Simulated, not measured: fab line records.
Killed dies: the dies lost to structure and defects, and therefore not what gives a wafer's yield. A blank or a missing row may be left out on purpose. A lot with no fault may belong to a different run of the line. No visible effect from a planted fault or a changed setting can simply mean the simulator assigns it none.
Split-lot experiment | flow n5 finfet | on a route of 1938 steps: 7 lots, 39 wafers read

== ABOUT THE SPLIT ==
At N5_FIN_SAQP_EXPOSE_13 (exposes mask FIN CORE, target cd 35.6 nm), the setting dose mj was moved away from the recipe's 63.25 on 12 of the 39 wafers read, by -5.8% to +7.0%. The other wafers ran this setting at the recipe's value.

== FROM THE SPLIT TO THE READING: what the file shows between them, 2 steps ==
- N5_FIN_SAQP_PEB_14: peb time 60 s
- N5_FIN_SAQP_DEVELOP_15: develop time 30 s

== THE READING ==
cd nm at N5_FIN_SAQP_CD_MEAS_16, given in nm (cd target 35.6 nm). Typical for fault-free wafers on this fab line: 35.54 nm, with standard deviation 0.28 nm.

wafer  | tool, chamber at the split | dose mj as run | against the recipe | cd nm, nm | against lot-mates on the recipe
L074.1 | arfi scanner-03, 0         | 63.25          | recipe             | 35.42     | -
L074.2 | arfi scanner-03, 0         | 63.25          | recipe             | 35.55     | -
L074.3 | arfi scanner-03, 0         | 63.25          | recipe             | 35.22     | -
L074.4 | arfi scanner-03, 0         | 63.25          | recipe             | 35.85     | -
L074.5 | arfi scanner-03, 0         | 63.25          | recipe             | 35.79     | -
L074.6 | arfi scanner-03, 0         | 63.25          | recipe             | 35.49     | -
L078.1 | arfi scanner-02, 0         | 67.7           | +7.0%              | 34.04     | -1.84
L078.2 | arfi scanner-02, 0         | 63.25          | recipe             | 35.50     | -
L078.3 | arfi scanner-02, 0         | 67.7           | +7.0%              | 33.92     | -1.96
L078.4 | arfi scanner-02, 0         | 63.25          | recipe             | 35.93     | -
L078.5 | arfi scanner-02, 0         | 67.7           | +7.0%              | 33.86     | -2.02
L078.6 | arfi scanner-02, 0         | 63.25          | recipe             | 36.21     | -
L079.1 | arfi scanner-03, 0         | 63.25          | recipe             | 35.16     | -
L079.2 | arfi scanner-03, 0         | 59.56          | -5.8%              | 37.04     | +1.88
L079.3 | arfi scanner-03, 0         | 63.25          | recipe             | 35.13     | -
L079.4 | arfi scanner-03, 0         | 63.25          | recipe             | 35.20     | -
L079.5 | arfi scanner-03, 0         | 59.56          | -5.8%              | 36.97     | +1.81
L079.6 | arfi scanner-03, 0         | 59.56          | -5.8%              | 36.64     | +1.48
L083.1 | arfi scanner-01, 0         | 63.25          | recipe             | 35.43     | -
L083.2 | arfi scanner-01, 0         | 63.25          | recipe             | 35.74     | -
L083.3 | arfi scanner-01, 0         | 63.25          | recipe             | 35.44     | -
L083.4 | arfi scanner-01, 0         | 63.25          | recipe             | 35.95     | -
L083.5 | arfi scanner-01, 0         | 63.25          | recipe             | 35.73     | -
L083.6 | arfi scanner-01, 0         | 63.25          | recipe             | 35.92     | -
L087.1 | arfi scanner-02, 0         | 63.25          | recipe             | 35.29     | -
L087.2 | arfi scanner-02, 0         | 63.25          | recipe             | 35.55     | -
L087.3 | arfi scanner-02, 0         | 61.08          | -3.4%              | 36.30     | +0.96
L087.4 | arfi scanner-02, 0         | 61.08          | -3.4%              | 36.41     | +1.07
L087.5 | arfi scanner-02, 0         | 61.08          | -3.4%              | 36.25     | +0.91
L087.6 | arfi scanner-02, 0         | 63.25          | recipe             | 35.17     | -
L091.1 | arfi scanner-03, 0         | 63.25          | recipe             | 35.02     | -
L091.2 | arfi scanner-03, 0         | 63.25          | recipe             | 35.46     | -
L091.3 | arfi scanner-03, 0         | 65.67          | +3.8%              | 33.91     | -1.49
L091.4 | arfi scanner-03, 0         | 65.67          | +3.8%              | 34.24     | -1.16
L091.5 | arfi scanner-03, 0         | 63.25          | recipe             | 35.71     | -
L091.6 | arfi scanner-03, 0         | 65.67          | +3.8%              | 34.64     | -0.76
L092.2 | arfi scanner-02, 0         | 63.25          | recipe             | 35.83     | -
L092.3 | arfi scanner-02, 0         | 63.25          | recipe             | 35.57     | -
L092.6 | arfi scanner-02, 0         | 63.25          | recipe             | 35.67     | -

FIT RESULTS
A straight line over all 39 wafers: cd nm changes by -0.242 nm for each +1% of dose mj; r = -0.93; the points scatter about the line by 0.29 nm.
The same after taking each lot's own level away (the mean of its wafers on the recipe; 39 wafers): -0.286 nm for each +1%; r = -0.97; scatter 0.21 nm.
That fit puts the effect of the largest move of dose mj on the reading at 2 nm.
The span of the lots' own levels, 35.163 to 35.880 nm, comes to 2.6 times the standard deviation stated above.
Hence the slope depends on the lot-to-lot level, as the two fits are not the same.
Check: for one of the wafers moved furthest among these (+7.0%), held out of the fit, the line's prediction against its lot-mates is -2.04 nm. It came out at -1.84 nm against them.

== FILE'S OWN FIT ==
cd nm changes by -0.285 nm for each +1% of dose mj, r = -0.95.
